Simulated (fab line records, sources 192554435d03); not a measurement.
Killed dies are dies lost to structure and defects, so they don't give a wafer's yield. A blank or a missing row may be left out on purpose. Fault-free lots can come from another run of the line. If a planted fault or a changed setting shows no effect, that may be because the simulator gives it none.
Chamber matching    flow n5_finfet    rie_diel-03 running N5_ZERO_LAYER_DESCUM_16: 4 sister chambers
The step chemistry O2, time 7.9 s. 8 wafers are shown with their chamber, then 7 later ones without.

== WAFERS WITH THEIR CHAMBER ==
wafer   chamber  showerhead_plenum_p_Torr (Torr)  drypump_motor_current_A (A)
L080.6  1        2.20                             6.1
L083.1  3        2.16                             6.2
L083.4  2        2.10                             5.4
L086.2  2        2.10                             5.5
L086.3  3        2.15                             6.2
L086.5  0        2.02                             6.2
L089.3  0        2.02                             6.2
L089.5  1        2.19                             6.1

== WAFERS WHOSE CHAMBER IS MISSING ==
wafer   showerhead_plenum_p_Torr (Torr)  drypump_motor_current_A (A)
L089.6  2.02                             6.2
L092.1  2.19                             6.2
L092.4  2.15                             6.2
L092.6  2.02                             6.2
L096.2  2.15                             6.2
L096.4  2.09                             5.4
L096.5  2.19                             6.2

== CHAMBER TAKEN BY EACH ==
wafer   from the rows above  in truth
L089.6  0                    0
L092.1  1                    1
L092.4  3                    3
L092.6  0                    0
L096.2  3                    3
L096.4  2                    2
L096.5  1                    1
7 of 7 placed correctly. Not placeable from these rows: 0. Number placed wrongly: 0.
How it was worked out, from the rows above alone: a wafer's distance from a chamber is the root of the sum, over the readings, of the square of ((its reading less the chamber's mean) divided by the reading's scatter). If the next closest chamber is less than 2 further off than the closest, the wafer can't be placed; otherwise it belongs to the closest. The mean given for a chamber averages the wafers shown for that chamber. The scatter: the root of (the sum of the squares of (reading less its chamber's mean) over the shown wafers, divided by (wafers less chambers)).
